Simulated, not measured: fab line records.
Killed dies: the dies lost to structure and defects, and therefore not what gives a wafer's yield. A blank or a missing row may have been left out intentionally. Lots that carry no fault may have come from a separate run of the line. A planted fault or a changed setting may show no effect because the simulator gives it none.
fab line records	flow nand_harc
record: lots: 14	wafers: 42	last_day: 34
route steps=1302 shown A_CONTACT@1028 A_M1@1201 HYBRID_BOND@1243 THIN_TSV@1259 END@1302
lots untouched by any fault: they come from a run of this same line in which no faults occurred
start_h: start of the lot's first displayed wafer, in hours after the record's first day	wait_h: how many hours have passed since the lot's step before this one	" same as the row above	L1.1+2: several wafers, shown together as one row	- either no value or no given start	* or withheld: withheld	< > ~ a bound
route shown NAME@n: NAME is a module with steps in the file, n the number in the route of the first one	usual: mean and standard deviation over wafers with no fault	same: alike in all rows	chamber/n: place in a boat	sites: each site's reading	_std_site: how widely they spread, as a standard deviation	_edge_site: outer sites' mean less inner sites'	radius_mm: how far each site lies from the wafer's centre	mask NAME#n: copy n	behind: the last tool/chamber to shape the wafer	hold: why the lot was held/for how many hours/how that ended	device: the transistor (n, p or np) that didn't switch	end of line: the route-end tests of the same wafers	for a step that has no rows: nothing shown but its recipe	killed: count of dies lost to structure and defects at first sort (not the wafer's yield)	map: a wafer's dies, marking killed ones x, the rest . and places with no die _
set.NAME: the run value of the setting; set.NAME@STEP: its run value at that earlier step	model.NAME: the simulator's own value behind a step, which no gauge read
a sample of lots followed through the steps of the route, with each step as a table and each wafer as a row
services: a tool's chamber out of use, with start hour (start_h, from the record's first day; less than 0 if before it), hours out, and reason
== steps ==
step: NHARC_A_CONTACT_DEP_58
recipe: target_thk_a: 900	target_thk_nm: 90	temp_c: 400	pressure_torr: 3.5	flow_sccm: 200	rf_w: 350	material: SiON
usual: heater_power_outer_w: 489/78	heater_power_w: 788/100	susceptor_temp_C: 400.01/0.21
lot.wafer	tool	chamber	start_h	wait_h	heater_power_outer_w	heater_power_w	susceptor_temp_C
L575.2	pecvd-03	0	496.15	2.2	453	750	399.96
L575.3	"	1	"	"	375	627	400.36
L575.5	"	1	"	"	378	640	400.14
L576.2	pecvd-02	0	512.77	2.2	435	727	400.28
L576.1	"	1	"	"	367	612	400.03
L576.4	"	0	"	"	455	762	400.06
L577.1	pecvd-01	2	513.04	2.7	541	844	399.68
L577.2	"	0	"	"	626	962	399.83
L577.6	"	1	"	"	523	887	399.91
L578.2	pecvd-01	2	515.62	2.2	536	834	400.20
L578.6	"	2	"	"	538	807	400.13
L578.5	"	0	"	"	605	924	399.80
L580.3	pecvd-01	1	538.71	1.6	455	784	400.40
L580.1	"	0	"	"	502	791	400.10
L580.6	"	1	"	"	454	806	400.25
L581.2	pecvd-01	1	562.47	2.2	492	838	400.28
L581.3	"	0	"	"	541	866	399.88
L581.5	"	2	"	"	609	905	399.82
L582.3	pecvd-02	0	578.77	1.7	512	811	400.20
L582.6	"	0	"	"	495	804	400.08
L582.5	"	1	"	"	412	651	400.13
L584.2	pecvd-01	1	591.59	2.2	484	841	399.95
L584.6	"	1	"	"	489	828	400.16
L584.5	"	0	"	"	606	906	399.86
L583.2	pecvd-02	0	603.91	2.2	460	766	399.98
L583.3	"	2	"	"	398	675	399.87
L583.4	"	1	"	"	376	611	400.16
L587.1	pecvd-01	2	635.01	2.7	520	796	399.73
L587.6	"	1	"	"	512	869	399.99
L587.5	"	0	"	"	536	823	399.64
L592.2	pecvd-01	2	653.29	2.2	601	924	400.32
L592.3	"	0	"	"	586	898	400.37
L592.1	"	1	"	"	469	821	400.37
L591.2	pecvd-01	0	660.35	2.2	599	903	400.63
L591.4	"	2	"	"	559	849	400.04
L591.5	"	0	"	"	600	930	399.93
L598.2	pecvd-01	2	731.29	2.2	565	893	400.14
L598.3	"	1	"	"	529	912	400.04
L598.5	"	2	"	"	567	887	400.32
L597.3	pecvd-03	2	748.40	1.6	500	775	399.75
L597.2	"	1	"	"	464	723	399.91
L597.6	"	1	"	"	443	750	399.56
step: NHARC_A_M1_DEP_33
recipe: target_thk_a: 300	temp_c: 370	target_thk_nm: 30	pressure_torr: 3	flow_sccm: 200	rf_w: 450	material: SiCN
usual: heater_power_outer_w: 365/56	heater_power_w: 618/80	susceptor_temp_C: 369.96/0.22
lot.wafer	tool	chamber	start_h	wait_h	heater_power_outer_w	heater_power_w	susceptor_temp_C
L575.3	pecvd-01	2	525.91	0.1	449	693	370.08
L575.2	"	0	"	"	455	712	369.80
L575.5	"	0	"	"	462	709	369.98
L576.1	pecvd-03	2	539.42	0.1	368	589	369.91
L576.2	"	1	"	"	268	471	370.19
L576.4	"	1	"	"	278	479	370.10
L577.1	pecvd-04	2	539.78	0.1	319	589	369.70
L577.2	"	1	"	"	376	574	370.01
L577.6	"	2	"	"	330	587	369.58
L578.2	pecvd-04	0	541.78	0.1	459	755	370.20
L578.6	"	0	"	"	453	764	370.38
L578.5	"	2	"	"	286	507	370.14
L580.3	pecvd-04	0	565.38	0.1	444	770	370.19
L580.1	"	1	"	"	320	526	369.86
L580.6	"	1	"	"	324	537	370.04
L581.2	pecvd-04	1	589.51	0.1	312	520	370.22
L581.3	"	2	"	"	343	612	369.99
L581.5	"	1	"	"	316	521	370.33
L582.3	pecvd-03	2	604.58	0.1	364	603	370.24
L582.5	"	1	"	"	324	558	370.07
L582.6	"	2	"	"	367	599	369.68
L584.2	pecvd-01	1	619.58	0.1	362	679	369.55
L584.5	"	0	"	"	456	726	369.73
L584.6	"	1	"	"	358	669	369.69
L583.3	pecvd-04	2	630.57	0.1	311	568	369.78
L583.2	"	1	"	"	310	526	369.80
L583.4	"	1	"	"	316	512	370.04
L598.3	pecvd-03	0	763.17	0.1	301	503	370.14
L598.2	"	2	"	"	342	567	370.13
L598.5	"	0	"	"	300	515	369.99
L597.3	pecvd-04	0	776.28	0.1	414	703	369.66
L597.2	"	1	"	"	327	520	369.82
L597.6	"	2	"	"	334	616	369.63
step: NHARC_HYBRID_BOND_INSPECT_06
recipe: inspect_instrument: ir_void
usual: raw_defect_count: 95/31
lot.wafer	tool	chamber	start_h	wait_h	raw_defect_count
L575.2	defect_inspect-01	-	538.60	0.1	128
L575.3	"	-	"	"	92
L575.5	"	-	"	"	111
L576.1	defect_inspect-01	-	557.00	0.0	136
L576.2	"	-	"	"	170
L576.4	"	-	"	"	163
L578.2	defect_inspect-02	-	557.00	0.1	80
L578.5	"	-	"	"	90
L578.6	"	-	"	"	67
L577.1	defect_inspect-02	-	557.02	0.1	56
L577.2	"	-	"	"	59
L577.6	"	-	"	"	56
L580.1	defect_inspect-02	-	580.61	0.0	122
L580.3	"	-	"	"	122
L580.6	"	-	"	"	129
L581.2	defect_inspect-02	-	603.64	0.1	101
L581.3	"	-	"	"	113
L581.5	"	-	"	"	110
L582.3	defect_inspect-01	-	619.88	0.1	74
L582.5	"	-	"	"	63
L582.6	"	-	"	"	85
L584.2	defect_inspect-01	-	633.59	0.1	88
L584.5	"	-	"	"	86
L584.6	"	-	"	"	76
L583.2	defect_inspect-01	-	646.53	0.1	91
L583.3	"	-	"	"	77
L583.4	"	-	"	"	69
L598.2	defect_inspect-02	-	776.63	0.1	77
L598.3	"	-	"	"	82
L598.5	"	-	"	"	70
L597.2	defect_inspect-02	-	792.89	0.1	112
L597.3	"	-	"	"	85
L597.6	"	-	"	"	114
step: NHARC_THIN_TSV_CD_MEAS_12
recipe: target_cd_nm: 1000	landing_energy_ev: 500
usual: cd_nm: 1000.5/2.3
lot.wafer	tool	chamber	start_h	wait_h	cd_nm
L575.2	cd_sem-01	0	542.35	-	1002.4
L575.3	"	0	"	"	1001.1
L575.5	"	0	"	"	1002.8
L578.2	cd_sem-03	0	559.62	-	1000.0
L578.5	"	0	"	"	997.6
L578.6	"	0	"	"	996.5
L576.1	cd_sem-01	0	560.91	-	1004.1
L576.2	"	0	"	"	1003.1
L576.4	"	0	"	"	1003.1
L577.1	cd_sem-01	0	562.12	-	1000.9
L577.2	"	0	"	"	1001.8
L577.6	"	0	"	"	1002.8
L580.1	cd_sem-01	0	583.44	-	1001.6
L580.3	"	0	"	"	1000.0
L580.6	"	0	"	"	997.6
L581.2	cd_sem-02	0	606.22	-	1002.6
L581.3	"	0	"	"	1002.5
L581.5	"	0	"	"	1000.6
L582.3	cd_sem-01	0	622.57	-	1002.6
L582.5	"	0	"	"	996.4
L582.6	"	0	"	"	1003.1
L584.2	cd_sem-01	0	636.26	-	1004.7
L584.5	"	0	"	"	999.7
L584.6	"	0	"	"	1003.2
L583.2	cd_sem-03	0	650.42	-	998.3
L583.3	"	0	"	"	1002.9
L583.4	"	0	"	"	997.2
L598.2	cd_sem-01	0	779.30	-	1001.3
L598.3	"	0	"	"	1001.5
L598.5	"	0	"	"	1001.3
L597.2	cd_sem-03	0	795.59	-	1000.1
L597.3	"	0	"	"	997.2
L597.6	"	0	"	"	998.7
step: NHARC_END_SORT_01
recipe: temp_c: 25
usual: killed_at_array: 64/16	killed_at_other: 1.0/1.1	killed_at_periphery: 3.5/2.3	killed_dies: 69/17	killed_open: 3.2/1.6	killed_short: 2.4/1.6
same: gross_dies: 677
lot.wafer	tool	chamber	start_h	wait_h	killed_at_array	killed_at_other	killed_at_periphery	killed_dies	killed_open	killed_short
L587.1	prober-01	0	699.19	2.5	674	2	1	677	2	1
L587.5	prober-01	0	702.41	3.7	673	1	3	677	7	2
L587.6	prober-01	0	703.21	4.0	672	1	4	677	3	1
L592.1	prober-01	0	711.31	2.5	671	1	5	677	6	2
L592.2	prober-01	0	712.10	2.8	673	0	4	677	2	0
L592.3	prober-01	0	712.89	3.1	673	1	3	677	2	0
L591.2	prober-02	0	725.19	2.8	669	0	8	677	4	4
L591.4	prober-02	0	726.81	3.4	675	1	1	677	3	4
L591.5	prober-02	0	727.62	3.7	669	0	8	677	1	3
killed by level:class
L587.1 A_CONTACT:area_dep=630 A_CHANNEL_HOLE_D2:chamber_film_flake=23 A_CHANNEL_HOLE_D1:chamber_film_flake=10 A_CONTACT:chamber_film_flake=6 A_SLIT:chamber_film_flake=2 THIN_TSV:chamber_film_flake=2 P_M0:geometric_particle:short=1 A_CHANNEL_HOLE_D2:geometric_particle:open=1
L587.5 A_CONTACT:area_dep=616 A_CHANNEL_HOLE_D2:chamber_film_flake=29 A_CHANNEL_HOLE_D1:chamber_film_flake=7 A_CONTACT:chamber_film_flake=7 A_SLIT:chamber_film_flake=4 A_DECK1_JOINT:chamber_film_flake=3 A_ONON_D2:geometric_particle:open=2 P_CONTACT:geometric_particle:open=1
L587.6 A_CONTACT:area_dep=621 A_CHANNEL_HOLE_D2:chamber_film_flake=22 A_CHANNEL_HOLE_D1:chamber_film_flake=13 A_SLIT:chamber_film_flake=4 A_STAIRCASE:chamber_film_flake=3 A_CONTACT:chamber_film_flake=3 A_ONON_D2:geometric_particle:open=2 P_ZERO_WELL:chamber_film_flake=2
L592.1 A_CONTACT:area_dep=575 A_SLIT:chamber_film_flake=39 A_CHANNEL_HOLE_D1:chamber_film_flake=32 A_CONTACT:chamber_film_flake=9 A_CHANNEL_HOLE_D2:chamber_film_flake=4 A_ZERO_WELL:chamber_film_flake=3 A_CHANNEL_FILL_D1:chamber_film_flake=2 A_STAIRCASE:chamber_film_flake=2
L592.2 A_CONTACT:area_dep=572 A_SLIT:chamber_film_flake=38 A_CHANNEL_HOLE_D1:chamber_film_flake=31 A_CONTACT:chamber_film_flake=17 A_CHANNEL_HOLE_D2:chamber_film_flake=7 P_M2:chamber_film_flake=3 A_ONON_D2:geometric_particle:open=2 A_CHANNEL_FILL_D1:chamber_film_flake=2
L592.3 A_CONTACT:area_dep=575 A_CHANNEL_HOLE_D1:chamber_film_flake=36 A_SLIT:chamber_film_flake=34 A_CONTACT:chamber_film_flake=13 A_CHANNEL_FILL_D1:chamber_film_flake=4 A_CHANNEL_HOLE_D2:chamber_film_flake=4 P_M2:chamber_film_flake=3 A_CHANNEL_FILL_D2:chamber_film_flake=2
L591.2 A_CONTACT:area_dep=608 A_SLIT:chamber_film_flake=25 A_CHANNEL_HOLE_D2:chamber_film_flake=12 A_CHANNEL_HOLE_D1:chamber_film_flake=6 A_CONTACT:chamber_film_flake=6 P_M0:geometric_particle:open=3 P_CONTACT:chamber_film_flake=3 A_ZERO_WELL:chamber_film_flake=3
L591.4 A_CONTACT:area_dep=597 A_SLIT:chamber_film_flake=36 A_CHANNEL_HOLE_D2:chamber_film_flake=21 A_STAIRCASE:chamber_film_flake=6 A_CHANNEL_HOLE_D1:chamber_film_flake=4 A_CONTACT:chamber_film_flake=3 A_ONON_D2:geometric_particle:open=2 A_ONON_D2:geometric_particle:short=1
L591.5 A_CONTACT:area_dep=609 A_SLIT:chamber_film_flake=21 A_CHANNEL_HOLE_D2:chamber_film_flake=20 A_CHANNEL_HOLE_D1:chamber_film_flake=8 P_CONTACT:chamber_film_flake=4 A_CHANNEL_FILL_D1:geometric_particle:short=3 P_STI:chamber_film_flake=3 A_CONTACT:chamber_film_flake=3
== services ==
tool	chamber	start_h	hours	kind
pecvd-04	-	483.89	0.4	repair
pecvd-01	-	492.12	13.0	pm
pecvd-01	0	492.12	13.0	vent_cycle
pecvd-01	1	492.12	13.0	vent_cycle
pecvd-01	2	492.12	13.0	vent_cycle
pecvd-01	0	505.12	-	clean
pecvd-01	1	505.12	-	clean
pecvd-01	2	505.12	-	clean
pecvd-02	-	527.72	0.9	repair
pecvd-03	-	547.30	13.0	pm
pecvd-04	-	549.49	2.3	repair
pecvd-02	2	572.62	15.2	repair
pecvd-01	-	585.73	1.9	repair
pecvd-02	-	589.11	13.0	pm
pecvd-01	-	627.70	1.4	repair
pecvd-04	-	631.00	13.0	pm
pecvd-01	-	649.87	0.3	repair
pecvd-04	0	672.73	20.9	repair
pecvd-01	-	673.12	13.0	pm
pecvd-04	2	690.91	10.6	repair
pecvd-02	2	726.75	3.5	repair
pecvd-03	-	728.54	13.0	pm
pecvd-02	1	729.58	5.9	repair
pecvd-02	-	770.11	13.0	pm
== key ==
first_sign: step: NHARC_END_SORT_01	reading: killed_at_array	direction: up	sigmas: 37	usual: 64	struck: 672
effect: step: NHARC_END_SORT_01	reading: killed_dies	direction: up	sigmas: 37	usual: 69	struck: 677
more_kills_born_at: NHARC_A_CONTACT_DEP_58@pecvd-01: 5403
met_at NHARC_A_CONTACT_DEP_58
struck_lots L587,L591,L592
later_rows_left_out L587.1,L587.5,L587.6,L591.2,L591.4,L591.5,L592.1,L592.2,L592.3
tester_left_out L587,L591,L592
not_acting_at NHARC_A_M1_DEP_33,NHARC_HYBRID_BOND_INSPECT_06,NHARC_THIN_TSV_CD_MEAS_12
onset_between 591.59 635.01
fault: kind: process_parameter_drift	tool: pecvd-01	chamber: -	onset_h: 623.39	steps: NHARC_A_CONTACT_DEP_58	channel: target_thk_nm	offset: 85.453	shape: step	end_h: 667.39	acts_in: these_recipes_only	stated: 90
tester_left_out: of these lots the tester's yield and bins aren't shown, on N5 and GAA mostly nor the transistor test; their killed dies are dies lost to structure and defects alone, not to doping, threshold or leakage, so they don't give the yield
later_rows_left_out: the simulator's readings of these wafers behind a module that went badly wrong aren't trusted and aren't shown, but for the sort
